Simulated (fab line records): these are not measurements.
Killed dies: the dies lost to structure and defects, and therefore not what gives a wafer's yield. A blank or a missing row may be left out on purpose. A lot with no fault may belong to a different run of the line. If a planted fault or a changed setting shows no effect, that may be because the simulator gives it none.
The tool behind it: which one? | flow n5_finfet | 63 wafers from 21 lots sampled at 6 of the route's 1938 steps

== WHAT THE GAUGES SHOWED, per wafer ==
Not one reading of a measure or inspect step in the record can be checked against a usual standard deviation.

== TOOL THAT RAN EACH LOT (tool first, then ch and the chambers of the sampled wafers, then the start) ==
lot  | N5_BEOL_M15_DESCUM_15              | N5_BEOL_M15_DESCUM_33              | N5_BEOL_M15_ETCH_61                | N5_BEOL_M15_DEGAS_41         | N5_MIM_BOT_ETCH_ETCH_00           | N5_MIM_BOT_ETCH_STRIP_01
L074 | rie_diel-05 ch 1,2,3, day 10 17:41 | rie_diel-03 ch 0,2,3, day 10 19:13 | rie_diel-03 ch 0,2,3, day 10 19:15 | pvd_sputter-03, day 10 19:59 | rie_metal-02 ch 0,1, day 11 02:45 | rie_diel-06 ch 0,2,3, day 11 02:53
L076 | rie_diel-03 ch 2,3, day 10 23:26   | rie_diel-05 ch 0,3, day 11 01:01   | rie_diel-05 ch 0,3, day 11 01:04   | pvd_sputter-03, day 11 01:56 | rie_metal-03 ch 0,1, day 11 07:47 | rie_diel-06 ch 2,3, day 11 07:56
L075 | rie_diel-03 ch 0,3, day 11 00:41   | rie_diel-05 ch 2,3, day 11 02:10   | rie_diel-05 ch 2,3, day 11 02:13   | pvd_sputter-02, day 11 05:01 | rie_metal-01 ch 0,1, day 11 12:09 | rie_diel-02 ch 0,3, day 11 12:15
L077 | rie_diel-01 ch 0,1, day 11 20:22   | rie_diel-05 ch 1,2, day 11 21:50   | rie_diel-05 ch 1,2, day 11 21:52   | pvd_sputter-03, day 11 23:11 | rie_metal-02 ch 0,1, day 12 05:30 | rie_diel-02 ch 0,1,3, day 12 05:40
L079 | rie_diel-01 ch 0,1, day 12 03:38   | rie_diel-05 ch 1,2,3, day 12 05:13 | rie_diel-05 ch 1,2,3, day 12 05:15 | pvd_sputter-01, day 12 06:58 | rie_metal-03 ch 0,1, day 12 12:46 | rie_diel-02 ch 1,3, day 12 12:53
L078 | rie_diel-01 ch 0,1,3, day 12 05:56 | rie_diel-01 ch 0,2,3, day 12 07:43 | rie_diel-01 ch 0,2,3, day 12 07:46 | pvd_sputter-01, day 12 08:35 | rie_metal-01 ch 0,1, day 12 14:51 | rie_diel-04 ch 0,2, day 12 15:03
L081 | rie_diel-03 ch 1,2,3, day 12 13:43 | rie_diel-05 ch 1,2,3, day 12 15:31 | rie_diel-05 ch 1,2,3, day 12 15:33 | pvd_sputter-03, day 12 16:12 | rie_metal-03 ch 0,1, day 12 23:52 | rie_diel-02 ch 1,2,3, day 13 00:01
L084 | rie_diel-05 ch 0,2, day 12 22:17   | rie_diel-05 ch 0,3, day 12 23:53   | rie_diel-05 ch 0,3, day 12 23:55   | pvd_sputter-01, day 13 00:53 | rie_metal-03 ch 0,1, day 13 07:55 | rie_diel-02 ch 0,1,3, day 13 08:04
L085 | rie_diel-05 ch 0,2,3, day 13 10:25 | rie_diel-01 ch 0,1,2, day 13 12:35 | rie_diel-01 ch 0,1,2, day 13 12:37 | pvd_sputter-02, day 13 14:49 | rie_metal-03 ch 0,1, day 13 20:55 | rie_diel-02 ch 0,3, day 13 21:03
L086 | rie_diel-03 ch 0,1,2, day 13 17:47 | rie_diel-01 ch 0,1,3, day 13 19:14 | rie_diel-01 ch 0,1,3, day 13 19:16 | pvd_sputter-02, day 13 21:13 | rie_metal-01 ch 0,1, day 14 04:14 | rie_diel-04 ch 0,1,2, day 14 04:23
L087 | rie_diel-05 ch 1,2, day 13 20:56   | rie_diel-01 ch 0,1,3, day 13 22:35 | rie_diel-01 ch 0,1,3, day 13 22:38 | pvd_sputter-01, day 14 00:12 | rie_metal-03 ch 0,1, day 14 05:33 | rie_diel-06 ch 1,2, day 14 05:41
L088 | rie_diel-01 ch 1,2,3, day 14 10:51 | rie_diel-01 ch 1,2,3, day 14 12:42 | rie_diel-01 ch 1,2,3, day 14 12:44 | pvd_sputter-03, day 14 13:25 | rie_metal-01 ch 0,1, day 14 19:12 | rie_diel-06 ch 0,2,3, day 14 19:23
L090 | rie_diel-03 ch 0,1,2, day 14 12:56 | rie_diel-03 ch 0,1,3, day 14 14:34 | rie_diel-03 ch 0,1,3, day 14 14:36 | pvd_sputter-01, day 14 16:03 | rie_metal-02 ch 1, day 14 22:00   | rie_diel-04 ch 0,1,2, day 14 22:16
L091 | rie_diel-03 ch 0,2,3, day 14 18:36 | rie_diel-03 ch 1,2,3, day 14 20:22 | rie_diel-03 ch 1,2,3, day 14 20:23 | pvd_sputter-02, day 14 21:20 | rie_metal-02 ch 1, day 15 04:36   | rie_diel-06 ch 1,2,3, day 15 04:52
L089 | rie_diel-01 ch 0,1,2, day 14 20:00 | rie_diel-03 ch 0,3, day 14 21:29   | rie_diel-03 ch 0,3, day 14 21:31   | pvd_sputter-03, day 14 22:35 | rie_metal-01 ch 0,1, day 15 04:39 | rie_diel-06 ch 1,2,3, day 15 04:47
L092 | rie_diel-03 ch 2,3, day 14 21:47   | rie_diel-01 ch 0,1, day 14 23:22   | rie_diel-01 ch 0,1, day 14 23:25   | pvd_sputter-01, day 15 00:02 | rie_metal-02 ch 0,1, day 15 06:13 | rie_diel-06 ch 0,1, day 15 06:22
L093 | rie_diel-03 ch 2,3, day 15 01:49   | rie_diel-05 ch 1,2,3, day 15 03:22 | rie_diel-05 ch 1,2,3, day 15 03:23 | pvd_sputter-02, day 15 05:01 | rie_metal-01 ch 0,1, day 15 10:35 | rie_diel-02 ch 0,2,3, day 15 10:45
L094 | rie_diel-01 ch 1,2, day 15 04:42   | rie_diel-05 ch 1,3, day 15 06:11   | rie_diel-05 ch 1,3, day 15 06:13   | pvd_sputter-01, day 15 09:59 | rie_metal-03 ch 0, day 15 15:50   | rie_diel-04 ch 0,2, day 15 15:59
L095 | rie_diel-05 ch 0,1,2, day 16 07:25 | rie_diel-03 ch 0,1,3, day 16 09:18 | rie_diel-03 ch 0,1,3, day 16 09:20 | pvd_sputter-03, day 16 11:30 | rie_metal-02 ch 0,1, day 16 16:31 | rie_diel-04 ch 1,3, day 16 16:40
L096 | rie_diel-05 ch 1,2,3, day 16 07:50 | rie_diel-05 ch 1,2,3, day 16 09:31 | rie_diel-05 ch 1,2,3, day 16 09:34 | pvd_sputter-02, day 16 12:22 | rie_metal-01 ch 0,1, day 16 19:21 | rie_diel-02 ch 0,2, day 16 19:29
L097 | rie_diel-03 ch 0,2,3, day 16 21:08 | rie_diel-01 ch 2,3, day 16 22:47   | rie_diel-01 ch 2,3, day 16 22:49   | pvd_sputter-02, day 17 01:31 | rie_metal-03 ch 1, day 17 07:54   | rie_diel-04 ch 1,2, day 17 08:02
- N5_BEOL_M15_DESCUM_15: chemistry O2, time 7.9 s.
- N5_BEOL_M15_DESCUM_33: chemistry O2, time 7.9 s.
- N5_BEOL_M15_ETCH_61: etches BARC in N2/H2, target depth 89 nm, overetch 26.7 nm, time 67.9 s.
- N5_BEOL_M15_DEGAS_41: time 60 s.
- N5_MIM_BOT_ETCH_ETCH_00: etches TiN in Cl2/BCl3, target depth 45.5 nm.
- N5_MIM_BOT_ETCH_STRIP_01: strips in O2.

== AS READ BY THE TOOLS THEMSELVES (means over the sampled wafers that have a number; for cases with no such wafer, the mark the record gives instead) ==
N5_BEOL_M15_DESCUM_15.
lot  | tool        | bias_power_w (W) | drypump_motor_current_A (A) | oes_product_au (a.u.) | rf_vpp_V (V) | showerhead_plenum_p_Torr (Torr) | throttle_valve_pct (%)
L074 | rie_diel-05 | 19.94            | 6.2                         | 0.76                  | 244.8        | 2.19                            | 20.16
L076 | rie_diel-03 | 20.07            | 5.3                         | 0.71                  | 242.7        | 2.11                            | 20.54
L075 | rie_diel-03 | 20.06            | 5.7                         | 0.71                  | 243.5        | 2.11                            | 20.65
L077 | rie_diel-01 | 20.02            | 5.5                         | 0.83                  | 243.2        | 2.12                            | 20.55
L079 | rie_diel-01 | 19.97            | 5.5                         | 0.82                  | 243.9        | 2.12                            | 20.55
L078 | rie_diel-01 | 20.04            | 5.3                         | 0.77                  | 243.0        | 2.07                            | 20.52
L081 | rie_diel-03 | 19.94            | 5.5                         | 0.86                  | 241.8        | 2.06                            | 20.32
L084 | rie_diel-05 | 20.03            | 6.3                         | 0.76                  | 242.3        | 2.11                            | 20.22
L085 | rie_diel-05 | 20.00            | 6.0                         | 0.73                  | 243.7        | 2.10                            | 20.32
L086 | rie_diel-03 | 20.07            | 5.7                         | 0.76                  | 241.6        | 2.04                            | 20.50
L087 | rie_diel-05 | 19.97            | 6.5                         | 0.78                  | 243.6        | 2.19                            | 20.10
L088 | rie_diel-01 | 20.04            | 5.4                         | 0.79                  | 242.1        | 2.04                            | 20.52
L090 | rie_diel-03 | 20.02            | 5.7                         | 0.75                  | 241.9        | 2.03                            | 20.52
L091 | rie_diel-03 | 19.97            | 5.4                         | 0.78                  | 242.6        | 2.08                            | 20.46
L089 | rie_diel-01 | 20.05            | 5.2                         | 0.84                  | 243.7        | 2.08                            | 20.54
L092 | rie_diel-03 | 20.05            | 5.3                         | 0.85                  | 243.0        | 2.10                            | 20.29
L093 | rie_diel-03 | 20.05            | 5.3                         | 0.86                  | 243.2        | 2.10                            | 20.30
L094 | rie_diel-01 | 19.93            | 5.5                         | 0.84                  | 243.1        | 2.09                            | 20.56
L095 | rie_diel-05 | 19.94            | 6.1                         | 0.75                  | 243.4        | 2.10                            | 20.30
L096 | rie_diel-05 | 19.95            | 6.2                         | 0.80                  | 244.1        | 2.18                            | 20.10
L097 | rie_diel-03 | 20.04            | 5.5                         | 0.76                  | 242.5        | 2.07                            | 20.49

N5_BEOL_M15_DESCUM_33.
lot  | tool        | bias_power_w (W) | drypump_motor_current_A (A) | oes_product_au (a.u.) | rf_vpp_V (V) | showerhead_plenum_p_Torr (Torr) | throttle_valve_pct (%)
L074 | rie_diel-03 | 20.02            | 5.5                         | 0.72                  | 243.2        | 2.09                            | 20.56
L076 | rie_diel-05 | 20.04            | 5.7                         | 0.73                  | 241.7        | 2.02                            | 20.47
L075 | rie_diel-05 | 20.03            | 6.1                         | 0.72                  | 244.5        | 2.18                            | 20.21
L077 | rie_diel-05 | 20.03            | 6.3                         | 0.80                  | 245.5        | 2.20                            | 20.13
L079 | rie_diel-05 | 20.00            | 6.2                         | 0.75                  | 243.9        | 2.19                            | 20.18
L078 | rie_diel-01 | 20.01            | 5.1                         | 0.83                  | 243.2        | 2.04                            | 20.48
L081 | rie_diel-05 | 20.03            | 6.2                         | 0.76                  | 244.7        | 2.19                            | 20.19
L084 | rie_diel-05 | 20.05            | 5.7                         | 0.70                  | 242.3        | 2.09                            | 20.41
L085 | rie_diel-01 | 20.03            | 5.2                         | 0.85                  | 243.1        | 2.09                            | 20.54
L086 | rie_diel-01 | 19.97            | 5.3                         | 0.76                  | 243.9        | 2.07                            | 20.54
L087 | rie_diel-01 | 20.01            | 5.3                         | 0.76                  | 242.5        | 2.07                            | 20.53
L088 | rie_diel-01 | 19.96            | 5.4                         | 0.79                  | 242.5        | 2.04                            | 20.52
L090 | rie_diel-03 | 20.03            | 5.8                         | 0.81                  | 241.7        | 2.09                            | 20.40
L091 | rie_diel-03 | 19.96            | 5.5                         | 0.83                  | 242.5        | 2.06                            | 20.34
L089 | rie_diel-03 | 19.99            | 5.6                         | 0.85                  | 243.8        | 2.13                            | 20.37
L092 | rie_diel-01 | 19.97            | 5.2                         | 0.80                  | 243.1        | 2.11                            | 20.58
L093 | rie_diel-05 | 19.98            | 6.2                         | 0.82                  | 244.5        | 2.18                            | 20.09
L094 | rie_diel-05 | 20.00            | 6.0                         | 0.82                  | 244.2        | 2.18                            | 20.15
L095 | rie_diel-03 | 20.02            | 5.8                         | 0.80                  | 243.2        | 2.08                            | 20.43
L096 | rie_diel-05 | 20.04            | 6.2                         | 0.81                  | 244.1        | 2.18                            | 20.11
L097 | rie_diel-01 | 19.98            | 5.2                         | 0.93                  | 244.5        | 2.16                            | 20.22

N5_BEOL_M15_ETCH_61.
lot  | tool        | drypump_motor_current_A (A) | n2_flow_sccm (sccm) | oes_product_au (a.u.) | rf_vpp_V (V) | showerhead_plenum_p_Torr (Torr) | throttle_valve_pct (%)
L074 | rie_diel-03 | 5.5                         | 199.7               | 0.62                  | 523.5        | 2.52                            | 17.92
L076 | rie_diel-05 | 5.7                         | 199.9               | 0.62                  | 520.4        | 2.43                            | 17.71
L075 | rie_diel-05 | 6.1                         | 199.5               | 0.63                  | 526.0        | 2.62                            | 17.51
L077 | rie_diel-05 | 6.3                         | 200.2               | 0.69                  | 527.5        | 2.68                            | 17.64
L079 | rie_diel-05 | 6.2                         | 200.2               | 0.66                  | 525.8        | 2.65                            | 17.59
L078 | rie_diel-01 | 5.1                         | 199.6               | 0.71                  | 522.9        | 2.50                            | 18.05
L081 | rie_diel-05 | 6.2                         | 199.3               | 0.65                  | 526.7        | 2.65                            | 17.60
L084 | rie_diel-05 | 5.7                         | 199.7               | 0.60                  | 523.3        | 2.51                            | 17.63
L085 | rie_diel-01 | 5.2                         | 200.1               | 0.73                  | 524.3        | 2.55                            | 18.02
L086 | rie_diel-01 | 5.4                         | 199.1               | 0.66                  | 523.2        | 2.52                            | 18.00
L087 | rie_diel-01 | 5.4                         | 199.8               | 0.65                  | 522.8        | 2.52                            | 18.00
L088 | rie_diel-01 | 5.4                         | 199.8               | 0.68                  | 522.2        | 2.49                            | 17.98
L090 | rie_diel-03 | 5.8                         | 199.9               | 0.70                  | 523.1        | 2.54                            | 17.91
L091 | rie_diel-03 | 5.5                         | 199.5               | 0.70                  | 523.1        | 2.50                            | 17.75
L089 | rie_diel-03 | 5.6                         | 199.3               | 0.71                  | 524.7        | 2.58                            | 17.78
L092 | rie_diel-01 | 5.2                         | 200.0               | 0.69                  | 524.8        | 2.57                            | 18.07
L093 | rie_diel-05 | 6.2                         | 199.9               | 0.71                  | 525.6        | 2.64                            | 17.48
L094 | rie_diel-05 | 6.0                         | 199.6               | 0.72                  | 525.9        | 2.65                            | 17.54
L095 | rie_diel-03 | 5.8                         | 200.4               | 0.68                  | 523.3        | 2.53                            | 17.93
L096 | rie_diel-05 | 6.2                         | 199.9               | 0.70                  | 526.5        | 2.64                            | 17.50
L097 | rie_diel-01 | 5.2                         | 200.5               | 0.80                  | 526.2        | 2.65                            | 17.76

N5_BEOL_M15_DEGAS_41.
lot  | tool           | heater_power_w (W)
L074 | pvd_sputter-03 | 474
L076 | pvd_sputter-03 | 484
L075 | pvd_sputter-02 | 452
L077 | pvd_sputter-03 | 466
L079 | pvd_sputter-01 | 463
L078 | pvd_sputter-01 | 446
L081 | pvd_sputter-03 | 495
L084 | pvd_sputter-01 | 473
L085 | pvd_sputter-02 | 432
L086 | pvd_sputter-02 | 452
L087 | pvd_sputter-01 | 475
L088 | pvd_sputter-03 | 492
L090 | pvd_sputter-01 | 465
L091 | pvd_sputter-02 | 450
L089 | pvd_sputter-03 | 486
L092 | pvd_sputter-01 | 490
L093 | pvd_sputter-02 | 455
L094 | pvd_sputter-01 | 448
L095 | pvd_sputter-03 | 470
L096 | pvd_sputter-02 | 458
L097 | pvd_sputter-02 | 454

N5_MIM_BOT_ETCH_ETCH_00.
lot  | tool         | drypump_motor_current_A (A) | oes_product_au (a.u.) | throttle_valve_pct (%)
L074 | rie_metal-02 | 5.7                         | 0.68                  | 22.17
L076 | rie_metal-03 | 5.7                         | 0.83                  | 21.73
L075 | rie_metal-01 | 6.1                         | 0.74                  | 22.02
L077 | rie_metal-02 | 5.7                         | 0.67                  | 22.19
L079 | rie_metal-03 | 5.7                         | 0.76                  | 22.01
L078 | rie_metal-01 | 5.8                         | 0.78                  | 21.95
L081 | rie_metal-03 | 5.7                         | 0.82                  | 21.74
L084 | rie_metal-03 | 5.7                         | 0.81                  | 21.73
L085 | rie_metal-03 | 5.7                         | 0.76                  | 22.01
L086 | rie_metal-01 | 6.1                         | 0.72                  | 22.05
L087 | rie_metal-03 | 5.7                         | 0.81                  | 21.74
L088 | rie_metal-01 | 5.8                         | 0.77                  | 21.95
L090 | rie_metal-02 | 5.3                         | 0.74                  | 22.31
L091 | rie_metal-02 | 5.3                         | 0.74                  | 22.30
L089 | rie_metal-01 | 6.1                         | 0.72                  | 22.04
L092 | rie_metal-02 | 5.5                         | 0.82                  | 22.27
L093 | rie_metal-01 | 5.8                         | 0.76                  | 21.98
L094 | rie_metal-03 | 5.7                         | 0.69                  | 22.30
L095 | rie_metal-02 | 5.7                         | 0.86                  | 22.22
L096 | rie_metal-01 | 6.1                         | 0.71                  | 22.06
L097 | rie_metal-03 | 5.7                         | 0.85                  | 21.45

N5_MIM_BOT_ETCH_STRIP_01.
lot  | tool        | drypump_motor_current_A (A) | oes_product_au (a.u.) | rf_vpp_V (V) | showerhead_plenum_p_Torr (Torr) | throttle_valve_pct (%)
L074 | rie_diel-06 | 5.7                         | 0.88                  | 3.0          | 2.05                            | 16.71
L076 | rie_diel-06 | 5.7                         | 0.86                  | 3.2          | 2.03                            | 16.87
L075 | rie_diel-02 | 5.6                         | 0.82                  | 2.8          | 2.19                            | 16.73
L077 | rie_diel-02 | 5.5                         | 0.78                  | 4.3          | 2.17                            | 16.87
L079 | rie_diel-02 | 5.6                         | 0.73                  | 3.0          | 2.20                            | 17.00
L078 | rie_diel-04 | 6.3                         | 0.70                  | 4.1          | 1.99                            | 16.74
L081 | rie_diel-02 | 5.4                         | 0.74                  | 3.3          | 2.15                            | 16.93
L084 | rie_diel-02 | 5.5                         | 0.77                  | 3.6          | 2.16                            | 16.89
L085 | rie_diel-02 | 5.6                         | 0.81                  | 3.8          | 2.18                            | 16.80
L086 | rie_diel-04 | 6.0                         | 0.75                  | 3.5          | 2.03                            | 16.78
L087 | rie_diel-06 | 5.6                         | 0.93                  | 4.0          | 2.20                            | 16.53
L088 | rie_diel-06 | 5.7                         | 0.89                  | 3.6          | 2.13                            | 16.62
L090 | rie_diel-04 | 5.9                         | 0.74                  | 3.4          | 2.03                            | 16.74
L091 | rie_diel-06 | 5.8                         | 0.90                  | 5.7          | 2.14                            | 16.69
L089 | rie_diel-06 | 5.8                         | 0.89                  | 3.6          | 2.14                            | 16.67
L092 | rie_diel-06 | 6.0                         | 0.89                  | 4.1          | 2.12                            | 16.54
L093 | rie_diel-02 | 5.3                         | 0.86                  | 5.6          | 2.12                            | 16.70
L094 | rie_diel-04 | 6.2                         | 0.72                  | 3.7          | 2.00                            | 16.81
L095 | rie_diel-04 | 5.5                         | 0.89                  | 4.2          | 2.07                            | 16.69
L096 | rie_diel-02 | 5.1                         | 0.89                  | 4.4          | 2.07                            | 16.61
L097 | rie_diel-04 | 6.1                         | 0.91                  | 5.1          | 2.18                            | 16.51

== THE ANSWER, worked out from the rows above alone ==
Rule: what is usual is taken from the lots themselves. Put in order of their means at a reading, lots are off if they are a third of the lots or fewer, leave a main group of 4 or more, and stand apart from it by a gap of 3 or more times the standard deviation of the main group's means; of several such gaps the widest counts. The tables above print the reading to a certain number of digits; a main group whose means all agree to those digits is not used. A lot without any number at a reading at which 4 lots or more have one is off too. The other lots that the step has rows for count as sound. Order of review: gauges by route order, followed by the tools' own readings, for which a lot's mean as printed above is used. At the first step where some lot is off, the reading lying furthest off is the one used; lots without a number count as furthest.
No lot is off on any of the readings shown, so nothing can be concluded from this.

== WHAT THE SIMULATOR PUT IN ==
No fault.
